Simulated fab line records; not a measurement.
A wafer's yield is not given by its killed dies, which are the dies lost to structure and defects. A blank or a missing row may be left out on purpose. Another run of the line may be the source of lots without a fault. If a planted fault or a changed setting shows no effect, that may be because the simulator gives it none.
fab line records	flow nandHarc
record lots=14	wafers=42	lastDay=33
route steps=1302 shown A_CONTACT@1003
lots with no fault: from the same line, run without faults
startH: start of the lot's first displayed wafer, in hours after the record's first day	waitH: hours elapsed since this lot's preceding step	" the same as in the row above	L1.1+2: a row that stands for several wafers	- no value present, or no start provided	* or withheld: withheld	< > ~ a bound
route shown NAME@n: a module of which the file shows steps, and the number in the route of the first	usual: mean/standard deviation of fault-free wafers	same: alike in all rows	chamber/n: place in a boat	sites: per-site readings	_std_site: the standard deviation of these	_edge_site: inner sites' mean taken away from outer sites' mean	radiusMm: how far each site lies from the wafer's centre	mask NAME#n: copy n	behind: the most recent tool/chamber to have shaped the wafer	hold: cause of the lot's hold/its duration in hours/its outcome	device: whichever transistor did not switch (one of n, p or np)	end of line: at the end of the route, the tests of the same wafers	a step with no rows: only its recipe	killed: at the first sort, the dies lost to defects and structure; wafer yield is something else	map: per-die view of a wafer (x killed, . not killed, _ where there is no die)
set.NAME: the setting as run; set.NAME@STEP: as run at that earlier step	model.NAME: the simulator's own value behind a step, which no gauge read
one table for each step of the route and one row for each wafer, over a sample of lots
services: when a tool's chamber went out of use (startH, in hours from the record's first day, below 0 if earlier), for how many hours, and the reason
## steps
# step NHARC_A_CONTACT_ETCH_50
# recipe targetDepthA=1210	timeS=60.5	cf4FlowSccm=100	chf3FlowSccm=30	arFlowSccm=0	rfW=500	biasW=200	chemistry=CF4/CHF3
# usual chamberPressureMTorr=25.00/0.041	chf3FlowSccm=30.00/0.081	drypumpMotorCurrentA=5.6/0.39	oesProductAu=0.951/0.021	rfVppV=370.2/1.8	runLengthS=81.9/0.43	showerheadPlenumPTorr=1.56/0.046	throttleValvePct=16.803/0.0082
lot.wafer	tool	chamber	startH	waitH	chamberPressureMTorr	chf3FlowSccm	drypumpMotorCurrentA	oesProductAu	rfHoursCounterH	rfVppV	runLengthS	showerheadPlenumPTorr	throttleValvePct
L184.3	rieDiel-13	2	-	-	25.03	30.06	6.0	0.956	22	372.4	81.4	1.62	16.811
L184.4	"	1	"	"	25.06	29.88	5.4	0.980	24	370.6	82.3	1.53	16.821
L184.5	"	3	"	"	24.99	29.96	5.4	0.955	-	372.1	81.7	1.58	16.801
L185.3	rieDiel-13	3	-	-	24.98	30.04	5.3	0.930	23	369.7	82.2	1.58	16.803
L185.5	"	1	"	"	24.99	30.05	5.4	0.929	-	369.7	81.9	1.53	16.802
L185.6	"	2	"	"	24.98	30.12	6.0	0.923	-	372.4	81.5	1.62	16.795
L186.2	rieDiel-13	3	-	-	25.01	30.01	5.4	0.958	0	370.4	81.9	1.57	16.818
L186.4	"	1	"	"	24.96	30.05	5.4	0.973	0	368.9	81.7	1.53	16.811
L186.3	"	2	"	"	25.01	29.99	6.0	0.955	0	371.8	81.8	1.62	16.816
L187.4	rieDiel-09	2	-	-	24.98	29.93	5.8	0.984	14	367.2	81.2	1.48	16.800
L187.3	"	3	"	"	25.00	29.90	5.5	0.987	15	369.6	81.5	1.56	16.804
L187.6	"	3	"	"	25.01	29.98	5.5	0.986	-	371.4	81.5	1.56	16.812
L188.4	rieDiel-05	0	-	-	25.07	29.90	5.9	0.913	40	365.3	81.9	1.47	16.800
L188.3	"	1	"	"	25.00	30.10	5.3	0.921	41	372.8	82.5	1.62	16.808
L188.5	"	0	"	"	25.02	30.02	5.9	0.915	-	367.5	81.9	1.47	16.802
L190.4	rieDiel-13	2	-	-	25.01	30.00	6.0	0.962	3	372.3	81.3	1.62	16.803
L190.2	"	3	"	"	25.01	30.09	5.4	0.969	3	369.1	82.1	1.57	16.809
L190.5	"	1	"	"	24.99	30.05	5.4	0.954	-	369.3	81.7	1.53	16.801
L191.4	rieDiel-05	3	-	-	24.97	30.08	6.3	0.914	47	372.2	82.2	1.64	16.796
L191.3	"	0	"	"	25.01	30.01	5.9	0.911	48	366.5	82.0	1.47	16.800
L191.6	"	0	"	"	24.97	29.95	5.9	0.915	-	367.1	82.7	1.47	16.814
L192.1	rieDiel-13	1	-	-	25.00	30.04	5.4	0.964	10	368.3	81.8	1.53	16.802
L192.4	"	2	"	"	25.03	30.11	6.0	0.956	7	372.1	81.7	1.62	16.816
L192.5	"	1	"	"	25.00	29.99	5.4	0.972	-	368.9	81.8	1.53	16.797
L194.3	rieDiel-13	1	-	-	25.01	29.96	5.4	0.981	13	369.4	82.0	1.53	16.811
L194.4	"	3	"	"	24.94	30.02	5.4	0.973	11	370.0	81.8	1.57	16.801
L194.1	"	0	"	"	25.03	30.02	5.7	0.956	12	371.1	81.2	1.55	16.799
L193.2	rieDiel-05	0	-	-	25.01	29.94	5.8	0.968	0	367.7	81.8	1.47	16.802
L193.3	"	2	"	"	25.03	29.95	4.7	0.957	0	370.1	82.6	1.55	16.800
L193.5	"	1	"	"	25.02	30.03	5.4	0.955	-	371.9	82.5	1.61	16.787
L200.3	rieDiel-05	3	-	-	25.04	30.11	6.3	0.910	21	373.1	81.7	1.63	16.808
L200.1	"	0	"	"	25.01	30.10	5.9	0.925	27	367.3	82.1	1.46	16.789
L200.6	"	3	"	"	24.99	29.92	6.3	0.930	-	373.9	81.7	1.63	16.789
L201.2	rieDiel-13	0	-	-	25.05	30.10	5.7	0.954	28	368.8	81.5	1.55	16.793
L201.1	"	1	"	"	24.98	30.07	5.4	0.955	29	369.7	82.2	1.53	16.795
L201.3	"	2	"	"	25.05	29.93	6.0	0.934	25	371.0	81.4	1.61	16.806
L204.1	rieDiel-13	2	-	-	24.99	29.84	6.0	0.963	28	372.3	81.9	1.61	16.798
L204.3	"	1	"	"	25.01	29.84	5.4	0.970	31	368.6	81.8	1.52	16.815
L204.5	"	3	"	"	25.00	30.12	5.4	0.984	-	370.0	81.9	1.57	16.803
L205.4	rieDiel-09	1	-	-	25.02	29.98	5.5	0.961	4	369.2	82.2	1.56	16.796
L205.3	"	3	"	"	25.00	30.10	5.5	0.964	3	370.4	82.4	1.55	16.792
L205.5	"	0	"	"	24.98	30.08	6.1	0.973	-	370.3	81.8	1.57	16.797
# step NHARC_A_CONTACT_ETCH_113
# recipe sourceW=withheld	pressureMtorr=20	biasV=3000	timeS=190	targetDepthA=18500	arFlowSccm=withheld	c4f8FlowSccm=withheld	o2FlowSccm=withheld	chemistry=C4F8/O2/Ar
# usual chamberPressureMTorr=20.003/0.018	runLengthS=190/0
lot.wafer	tool	chamber	startH	waitH	chamberPressureMTorr	rfHoursCounterH	runLengthS
L184.4	harCapEtch-02	1	507.19	0.1	20.016	-	190
L184.3	"	0	"	"	20.013	-	190
L184.5	"	1	"	"	20.009	-	190
L185.3	harCapEtch-01	1	516.26	0.1	19.977	-	190
L185.6	"	0	"	"	19.983	-	190
L185.5	"	1	"	"	20.028	-	190
L186.2	harCapEtch-02	0	539.86	0.1	20.008	93	190
L186.4	"	1	"	"	20.009	-	190
L186.3	"	0	"	"	19.975	-	190
L187.4	harCapEtch-01	1	545.36	0.2	20.018	-	190
L187.3	"	0	"	"	20.001	-	190
L187.6	"	0	"	"	20.033	-	190
L188.3	harCapEtch-01	1	552.12	0.3	20.018	-	190
L188.4	"	0	"	"	20.019	-	190
L188.5	"	1	"	"	19.992	-	190
L190.2	harCapEtch-02	1	560.22	0.1	20.010	97	190
L190.4	"	1	"	"	19.988	-	190
L190.5	"	0	"	"	19.995	-	190
L191.3	harCapEtch-03	1	575.75	0.1	20.012	-	190
L191.4	"	0	"	"	19.986	-	190
L191.6	"	1	"	"	20.013	-	190
L192.1	harCapEtch-02	0	576.08	0.1	20.007	102	190
L192.4	"	0	"	"	20.017	-	190
L192.5	"	0	"	"	19.989	-	190
L194.1	harCapEtch-03	1	596.01	0.1	20.001	62	190
L194.4	"	1	"	"	19.952	-	190
L194.3	"	0	"	"	20.003	-	190
L193.2	harCapEtch-03	1	600.16	0.1	19.990	64	190
L193.3	"	1	"	"	20.002	-	190
L193.5	"	1	"	"	19.970	-	190
L200.1	harCapEtch-01	0	676.96	0.1	20.010	28	190
L200.3	"	0	"	"	19.968	-	190
L200.6	"	0	"	"	20.025	-	190
L201.2	harCapEtch-02	1	689.49	0.1	19.988	121	190
L201.1	"	0	"	"	20.013	121	190
L201.3	"	1	"	"	20.012	-	190
L204.1	harCapEtch-03	1	702.71	0.1	19.998	79	190
L204.3	"	1	"	"	20.008	-	190
L204.5	"	1	"	"	20.033	-	190
L205.4	harCapEtch-01	1	707.07	0.1	20.027	-	190
L205.3	"	0	"	"	20.006	-	190
L205.5	"	0	"	"	19.992	-	190
# step NHARC_A_CONTACT_ETCH_123
# recipe sourceW=withheld	pressureMtorr=20	biasV=400	timeS=490	targetDepthA=21100	arFlowSccm=withheld	c4f8FlowSccm=11.5	o2FlowSccm=7.2	chemistry=C4F8/O2/Ar
# usual chamberPressureMTorr=19.998/0.018	runLengthS=521.4/0.55
lot.wafer	tool	chamber	startH	waitH	chamberPressureMTorr	rfHoursCounterH	runLengthS
L184.4	harCapEtch-02	1	509.01	0.3	19.978	-	520.6
L184.3	"	0	"	"	19.978	-	521.3
L184.5	"	1	"	"	19.978	-	520.7
L185.3	harCapEtch-01	1	518.14	0.3	20.000	-	521.9
L185.6	"	0	"	"	19.989	-	521.3
L185.5	"	1	"	"	19.989	-	521.7
L186.2	harCapEtch-02	0	541.63	0.2	19.998	95	521.5
L186.4	"	1	"	"	19.998	-	520.5
L186.3	"	0	"	"	20.016	-	521.9
L187.4	harCapEtch-01	1	547.94	0.5	19.982	-	522.0
L187.3	"	0	"	"	20.009	-	521.5
L187.6	"	0	"	"	19.998	-	520.8
L188.3	harCapEtch-01	1	554.83	0.3	20.005	-	522.0
L188.4	"	0	"	"	19.990	-	520.7
L188.5	"	1	"	"	19.978	-	521.9
L190.2	harCapEtch-02	1	561.98	0.2	19.991	99	520.6
L190.4	"	1	"	"	19.990	-	520.5
L190.5	"	0	"	"	19.995	-	521.3
L191.3	harCapEtch-03	1	577.57	0.3	20.009	-	521.8
L191.4	"	0	"	"	19.998	-	522.0
L191.6	"	1	"	"	20.002	-	521.5
L192.1	harCapEtch-02	0	577.85	0.2	19.994	104	521.7
L192.4	"	0	"	"	20.003	-	521.3
L192.5	"	0	"	"	19.982	-	521.2
L194.1	harCapEtch-03	1	597.71	0.1	19.976	64	521.6
L194.4	"	1	"	"	19.997	-	521.9
L194.3	"	0	"	"	20.014	-	522.4
L193.2	harCapEtch-03	1	601.87	0.1	19.988	66	521.4
L193.3	"	1	"	"	20.021	-	521.7
L193.5	"	1	"	"	20.000	-	521.5
L200.1	harCapEtch-01	0	678.67	0.1	19.992	30	521.0
L200.3	"	0	"	"	20.012	-	520.9
L200.6	"	0	"	"	19.965	-	521.1
L201.2	harCapEtch-02	1	691.19	0.1	20.008	123	520.5
L201.1	"	0	"	"	19.967	123	521.8
L201.3	"	1	"	"	20.003	-	520.5
L204.1	harCapEtch-03	1	704.47	0.2	19.966	81	521.4
L204.3	"	1	"	"	19.999	-	521.5
L204.5	"	1	"	"	20.046	-	521.4
L205.4	harCapEtch-01	1	708.90	0.3	20.054	-	522.2
L205.3	"	0	"	"	20.033	-	520.7
L205.5	"	0	"	"	20.013	-	520.8
# step NHARC_A_CONTACT_ETCH_90
# recipe targetDepthA=400	overEtchFrac=0.5	timeS=85.7	ionEnergyEv=120	ch3fFlowSccm=50	o2FlowSccm=30	arFlowSccm=200	rfW=500	biasW=100	chemistry=CH3F/O2
# usual chamberPressureMTorr=24.999/0.029	drypumpMotorCurrentA=5.7/0.33	oesProductAu=0.96/0.036	rfVppV=244.2/1.3	runLengthS=107.0/0.38	showerheadPlenumPTorr=2.44/0.07	throttleValvePct=20.663/0.009
lot.wafer	tool	chamber	startH	waitH	chamberPressureMTorr	drypumpMotorCurrentA	oesProductAu	rfHoursCounterH	rfVppV	runLengthS	showerheadPlenumPTorr	throttleValvePct
L184.3	rieDiel-05	2	509.83	0.6	24.989	4.7	0.99	26	244.3	107.4	2.43	20.665
L184.4	"	0	"	"	24.984	5.8	1.00	27	241.1	107.7	2.30	20.671
L184.5	"	1	"	"	24.979	5.3	0.99	-	245.7	107.5	2.53	20.660
L185.3	rieDiel-09	0	518.91	0.7	24.999	6.1	1.00	4	244.1	107.1	2.47	20.649
L185.5	"	1	"	"	25.011	5.5	1.00	-	244.0	107.3	2.46	20.674
L185.6	"	2	"	"	25.010	5.8	1.00	-	241.3	106.4	2.32	20.659
L186.2	rieDiel-13	0	542.53	0.8	24.978	5.7	0.94	1	244.3	106.5	2.42	20.657
L186.4	"	1	"	"	25.045	5.4	0.92	2	243.3	106.9	2.39	20.652
L186.3	"	2	"	"	24.965	6.0	0.91	1	246.2	106.5	2.53	20.666
L187.3	rieDiel-05	2	549.04	0.8	25.040	4.7	0.91	38	244.1	107.9	2.43	20.659
L187.4	"	3	"	"	25.004	6.3	0.93	36	245.1	107.0	2.57	20.649
L187.6	"	1	"	"	24.989	5.4	0.93	-	244.9	108.0	2.53	20.648
L188.4	rieDiel-13	0	555.75	0.7	25.001	5.7	1.00	4	242.5	106.9	2.42	20.649
L188.3	"	1	"	"	24.999	5.4	0.99	4	243.5	107.1	2.39	20.661
L188.5	"	0	"	"	25.004	5.7	0.99	-	243.4	107.1	2.42	20.658
L190.2	rieDiel-13	1	562.89	0.8	24.983	5.4	0.92	7	243.2	107.8	2.39	20.665
L190.4	"	0	"	"	24.993	5.7	0.92	-	244.9	107.2	2.42	20.653
L190.5	"	2	"	"	25.066	6.0	0.92	-	246.3	107.0	2.53	20.652
L191.3	rieDiel-13	0	578.40	0.7	24.984	5.7	1.00	10	243.4	106.8	2.42	20.656
L191.4	"	1	"	"	24.998	5.4	1.01	11	243.9	106.8	2.39	20.666
L191.6	"	2	"	"	24.987	6.0	0.99	-	245.1	106.7	2.53	20.659
L192.4	rieDiel-13	1	578.73	0.6	25.018	5.4	0.93	11	243.6	107.0	2.39	20.679
L192.1	"	3	"	"	25.019	5.3	0.92	9	243.4	107.1	2.46	20.655
L192.5	"	1	"	"	24.984	5.4	0.94	-	244.6	106.8	2.39	20.673
L194.4	rieDiel-13	2	598.68	0.7	25.023	6.0	0.92	13	246.0	106.9	2.53	20.667
L194.3	"	3	"	"	24.977	5.3	0.94	13	245.7	107.1	2.46	20.668
L194.1	"	0	"	"	25.008	5.7	0.92	14	242.7	106.7	2.42	20.673
L193.2	rieDiel-13	3	602.88	0.9	24.996	5.4	1.00	13	245.0	106.9	2.46	20.653
L193.3	"	0	"	"	24.967	5.7	1.00	14	243.8	106.5	2.42	20.656
L193.5	"	2	"	"	25.018	6.0	1.00	-	245.8	106.4	2.53	20.665
L200.1	rieDiel-13	0	679.65	0.9	25.024	5.7	0.99	26	242.1	72.7	2.42	20.661
L200.3	"	2	"	"	24.966	6.0	0.99	24	245.9	106.4	2.52	20.675
L200.6	"	1	"	"	25.019	5.4	1.00	-	244.5	106.9	2.38	20.672
L201.1	rieDiel-13	2	692.17	0.8	25.017	6.0	0.92	26	242.8	106.7	2.52	20.674
L201.3	"	3	"	"	24.996	5.4	0.94	26	242.6	107.2	2.45	20.670
L201.2	"	0	"	"	24.984	5.7	0.94	29	243.4	72.8	2.41	20.657
L204.3	rieDiel-05	0	705.38	0.6	25.016	5.9	0.99	38	243.3	107.3	2.27	20.648
L204.1	"	1	"	"	24.973	5.3	1.00	37	245.2	107.6	2.51	20.661
L204.5	"	3	"	"	25.038	6.4	0.99	-	246.0	107.1	2.55	20.674
L205.3	rieDiel-09	2	710.50	1.4	25.024	5.8	0.93	8	241.5	106.5	2.30	20.653
L205.4	"	3	"	"	25.007	5.6	0.93	6	243.9	106.9	2.42	20.666
L205.5	"	2	"	"	25.059	5.8	0.94	-	242.6	107.0	2.30	20.652
## services
tool	chamber	startH	hours	kind
rieDiel-13	0	481.75	-	clean
rieDiel-13	1	481.75	-	clean
rieDiel-13	2	481.75	-	clean
rieDiel-13	3	481.75	-	clean
harCapEtch-01	-	497.00	17.0	pm
rieDiel-09	-	497.19	9.0	pm
rieDiel-13	0	506.82	-	clean
rieDiel-13	1	506.82	-	clean
rieDiel-13	2	506.82	-	clean
rieDiel-13	3	506.82	-	clean
harCapEtch-02	-	516.00	0.9	repair
rieDiel-13	-	526.35	9.0	pm
rieDiel-13	0	526.35	9.0	ventCycle
rieDiel-13	1	526.35	9.0	ventCycle
rieDiel-09	3	560.62	8.5	repair
rieDiel-13	3	562.61	3.0	repair
rieDiel-09	1	566.46	6.7	repair
rieDiel-13	2	569.99	3.3	repair
rieDiel-05	-	587.88	9.0	pm
rieDiel-09	2	618.17	2.1	repair
rieDiel-09	2	631.50	4.8	repair
rieDiel-09	-	674.19	9.0	pm
rieDiel-05	2	693.72	16.0	repair
rieDiel-13	-	703.35	9.0	pm
## key
firstSign step=NHARC_A_CONTACT_ETCH_90	reading=runLengthS	direction=down	sigmas=90	usual=*	struck=*
effect none on later readings
metAt NHARC_A_CONTACT_ETCH_90
struckLots L200,L201
struckWafers L200.1,L201.2
laterRowsLeftOut L200.1,L201.2
sortLeftOut L200.1,L201.2
testerLeftOut L200,L201
notActingAt NHARC_A_CONTACT_ETCH_50,NHARC_A_CONTACT_ETCH_113,NHARC_A_CONTACT_ETCH_123
onsetBetween 602.88 679.65
fault kind=processParameterDrift	tool=rieDiel-13	chamber=0	onsetH=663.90	steps=NHARC_A_CONTACT_ETCH_90	channel=timeS	offset=*	shape=step	endH=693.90	actsIn=*	stated=*
# testerLeftOut: of these lots the tester's yield and bins aren't shown, on N5 and GAA mostly nor the transistor test; their killed dies are dies lost to structure and defects alone, not to doping, threshold or leakage, so they don't give the yield
# sortLeftOut: the simulated sort isn't trusted on such a fault, so these wafers' sort isn't shown, and their yield isn't known
# laterRowsLeftOut: the simulator's readings of these wafers behind a module that went badly wrong aren't trusted and aren't shown, but for the sort
